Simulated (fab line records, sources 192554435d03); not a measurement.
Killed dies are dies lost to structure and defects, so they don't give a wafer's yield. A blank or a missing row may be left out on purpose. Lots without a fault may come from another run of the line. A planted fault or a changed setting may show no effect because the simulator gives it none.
One fault seen from 2 desks | flow n5_finfet | each desk has only its own numbers; what lay behind them comes last

THE METROLOGY DESK
What the gauges read, lot by lot, whatever tool the lot ran on: means of the sampled wafers that have a number. A lot is out of limits, marked OUT, if its mean lies more than 4 standard deviations from the usual mean; the brackets give that distance. Of its 10 readings 7 are shown: those that lie furthest out on some lot.
Columns: A = DIBL_N at N5_BEOL_M4_RC_MEAS_101, usual 36.3 mV/V; B = DIBL_P at N5_BEOL_M4_RC_MEAS_101, usual 36.2 mV/V; C = IOFF_N at N5_BEOL_M4_RC_MEAS_101, usual 0.160 nA/um; D = IOFF_P at N5_BEOL_M4_RC_MEAS_101, usual 0.211 nA/um; E = SS_N at N5_BEOL_M4_RC_MEAS_101, usual 71.4 mV/dec; F = SS_P at N5_BEOL_M4_RC_MEAS_101, usual 73.3 mV/dec; G = VT_P at N5_BEOL_M4_RC_MEAS_101, usual -250.1 mV
lot  | first seen here | A    | B    | C     | D     | E    | F    | G
L975 | day 8 13:32     | 38.5 | 37.8 | 0.174 | 0.238 | 72.1 | 73.6 | -247.3
L977 | day 8 15:43     | 37.4 | 37.2 | 0.168 | 0.227 | 71.4 | 74.1 | -246.5
L976 | day 8 18:29     | 35.3 | 35.6 | 0.154 | 0.199 | 71.3 | 72.7 | -250.3
L978 | day 8 21:04     | 36.7 | 37.6 | 0.180 | 0.200 | 71.1 | 72.6 | -252.1
L981 | day 9 22:33     | 36.5 | 34.7 | 0.146 | 0.198 | 70.9 | 73.0 | -249.6
L982 | day 10 01:46    | 35.5 | 36.5 | 0.163 | 0.214 | 70.7 | 73.3 | -250.3
L985 | day 10 22:40    | 35.1 | 36.3 | 0.145 | 0.214 | 71.6 | 73.7 | -249.6
L984 | day 11 04:47    | 35.9 | 35.0 | 0.144 | 0.191 | 71.1 | 73.0 | -249.3
L990 | day 12 01:35    | 37.8 | 37.5 | 0.191 | 0.248 | 71.5 | 73.8 | -248.5
This desk's finding: nothing out of limits on any of the 9 lots.

THE TOOL OWNER'S DESK: rie_diel-04
The tool's own readings at N5_MOL_CONTACT_COAG_ETCH_48 (etches SiOC in C4F6/O2, target depth 15 nm, overetch 4.5 nm, time 17 s): means of the sampled wafers that have a number, for each lot that ran on this tool. A lot is out of limits, marked OUT, if its mean lies more than 4 standard deviations from the usual mean; the brackets give that distance.
Columns: A = drypump_motor_current_A at N5_MOL_CONTACT_COAG_ETCH_48, usual 5.8 A; B = oes_product_au at N5_MOL_CONTACT_COAG_ETCH_48, usual 0.68 a.u.; C = rf_vpp_V at N5_MOL_CONTACT_COAG_ETCH_48, usual 1597 V; D = showerhead_plenum_p_Torr at N5_MOL_CONTACT_COAG_ETCH_48, usual 2.87 Torr; E = throttle_valve_pct at N5_MOL_CONTACT_COAG_ETCH_48, usual 40.4 %
lot  | first seen here | A   | B    | C    | D    | E
L976 | day 5 17:07     | 5.8 | 0.66 | 1601 | 2.89 | 40.7
L978 | day 6 03:05     | 5.7 | 0.65 | 1600 | 2.91 | 40.3
L981 | day 6 23:44     | 5.8 | 0.73 | 1608 | 2.89 | 40.5
L984 | day 7 21:37     | 5.8 | 0.70 | 1607 | 2.89 | 40.1
L985 | day 7 22:19     | 5.6 | 0.71 | 1609 | 2.89 | 40.5
L990 | day 9 02:17     | 6.0 | 0.73 | 1600 | 2.88 | 40.5
This desk's finding: nothing out of limits on any of the 6 lots.

PUT TOGETHER
The metrology desk saw nothing out of limits.
The tool owner's desk saw nothing out of limits.

WHAT THE SIMULATOR HAD PUT IN
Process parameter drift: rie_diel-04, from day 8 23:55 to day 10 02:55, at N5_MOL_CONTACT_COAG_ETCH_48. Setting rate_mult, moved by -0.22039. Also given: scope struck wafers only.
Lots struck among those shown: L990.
